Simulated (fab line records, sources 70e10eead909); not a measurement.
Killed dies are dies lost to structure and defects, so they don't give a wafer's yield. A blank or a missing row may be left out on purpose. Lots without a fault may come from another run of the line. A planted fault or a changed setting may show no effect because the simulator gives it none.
Chamber matching | flow nand_harc | NHARC_A_SLIT_DEP_25 on pecvd-02: 3 sister chambers
The step deposits SiO2, target thk 200 nm. 14 wafers are shown with their chamber, then 7 later ones without.

WAFERS WITH THEIR CHAMBER
wafer  | chamber | showerhead_vpp_V (V) | heater_power_w (W) | throttle_valve_pct (%)
L074.1 | 2       | 1859                 | 621                | 15.8
L074.3 | 0       | 1778                 | 749                | 16.8
L074.6 | 2       | 1830                 | 636                | 15.6
L079.2 | 1       | 1964                 | 384                | 16.7
L079.3 | 0       | 1729                 | 722                | 16.6
L079.5 | 2       | 1839                 | 720                | 16.0
L082.1 | 0       | 1753                 | 681                | 16.8
L082.4 | 2       | 1820                 | 656                | 15.7
L082.6 | 1       | 2010                 | 421                | 17.0
L083.2 | 1       | 1978                 | 350                | 16.8
L083.3 | 0       | 1782                 | 786                | 16.7
L083.6 | 0       | 1762                 | 795                | 16.7
L084.1 | 2       | 1829                 | 708                | 15.9
L084.4 | 1       | 1984                 | 390                | 16.7

SIGNATURES (means of the wafers above)
reading            | chamber 0 | chamber 1 | chamber 2 | scatter within a chamber
showerhead_vpp_V   | 1760.80   | 1984.00   | 1835.40   | 18.6
heater_power_w     | 746.60    | 386.25    | 668.20    | 41.6
throttle_valve_pct | 16.720    | 16.800    | 15.800    | 0.131
Rule: a wafer's distance from a chamber is the root of the sum, over the readings, of the square of ((its reading less the chamber's mean) divided by the reading's scatter). The wafer belongs to the nearest chamber; if the next one is less than 2 further off, it can't be placed. The scatter: the root of (the sum of the squares of (reading less its chamber's mean) over the shown wafers, divided by (wafers less chambers)).

WAFERS WITHOUT THEIR CHAMBER
wafer  | showerhead_vpp_V (V) | heater_power_w (W) | throttle_valve_pct (%)
L084.5 | 1784                 | 713                | 16.8
L095.1 | 1762                 | 773                | 16.4
L095.4 | 1973                 | 411                | 16.7
L095.5 | 1869                 | 576                | 15.5
L093.1 | 1987                 | 450                | 16.9
L093.5 | 1760                 | 748                | 16.5
L093.6 | 1884                 | 527                | 15.7

WHICH CHAMBER EACH WENT THROUGH
wafer  | from the rows above | in truth
L084.5 | 0                   | 0
L095.1 | 0                   | 0
L095.4 | 1                   | 1
L095.5 | 2                   | 2
L093.1 | 1                   | 1
L093.5 | 0                   | 0
L093.6 | 2                   | 2
Placed correctly: 7 of 7. Can't be placed from these rows: 0. Placed wrongly: 0.
